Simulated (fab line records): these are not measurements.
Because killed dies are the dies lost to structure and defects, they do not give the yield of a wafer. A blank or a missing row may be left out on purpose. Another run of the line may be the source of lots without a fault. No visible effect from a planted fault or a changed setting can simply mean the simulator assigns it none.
Chamber matching :: flow nand harc :: NHARC_A_CHANNEL_FILL_D1_STRIP_28 on rie diel-01 has 4 sister chambers
The step strips in O2, time 20 s. 4 wafers are shown with their chamber, then 9 later ones without.

WAFERS PAIRED WITH THEIR CHAMBERS
wafer: L080.5
chamber: 2
showerhead plenum p Torr (Torr): 3.52

wafer: L084.6
chamber: 3
showerhead plenum p Torr (Torr): 3.66

wafer: L087.5
chamber: 1
showerhead plenum p Torr (Torr): 3.57

wafer: L087.6
chamber: 0
showerhead plenum p Torr (Torr): 3.50

WAFERS WITHOUT THEIR CHAMBER
wafer: L093.1
showerhead plenum p Torr (Torr): 3.50

wafer: L093.5
showerhead plenum p Torr (Torr): 3.57

wafer: L093.6
showerhead plenum p Torr (Torr): 3.51

wafer: L094.2
showerhead plenum p Torr (Torr): 3.51

wafer: L094.4
showerhead plenum p Torr (Torr): 3.65

wafer: L094.6
showerhead plenum p Torr (Torr): 3.57

wafer: L096.2
showerhead plenum p Torr (Torr): 3.51

wafer: L096.3
showerhead plenum p Torr (Torr): 3.57

wafer: L096.5
showerhead plenum p Torr (Torr): 3.51

CHAMBER TAKEN BY EACH
wafer: L093.1
from the rows above: 0
in truth: 0

wafer: L093.5
from the rows above: 1
in truth: 1

wafer: L093.6
from the rows above: can't be placed: 0 or 2
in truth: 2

wafer: L094.2
from the rows above: can't be placed: 0 or 2
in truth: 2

wafer: L094.4
from the rows above: 3
in truth: 3

wafer: L094.6
from the rows above: 1
in truth: 1

wafer: L096.2
from the rows above: can't be placed: 0 or 2
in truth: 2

wafer: L096.3
from the rows above: 1
in truth: 1

wafer: L096.5
from the rows above: can't be placed: 0 or 2
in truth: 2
5 of 9 placed correctly. From these rows, 4 cannot be placed; in 4 the true chamber is one of the candidates. 0 placed wrongly.
How it was worked out, from the rows above alone: a wafer's distance from a chamber is the root of the sum, over the readings, of the square of ((its reading less the chamber's mean) divided by the reading's scatter). The wafer belongs to the nearest chamber; if the next one is less than 2 further off, it can't be placed. A chamber's mean is the mean of its shown wafers. The scatter (one wafer shown for each chamber): square how far every hidden wafer sits from the nearest shown wafer, average those squares and take the square root.
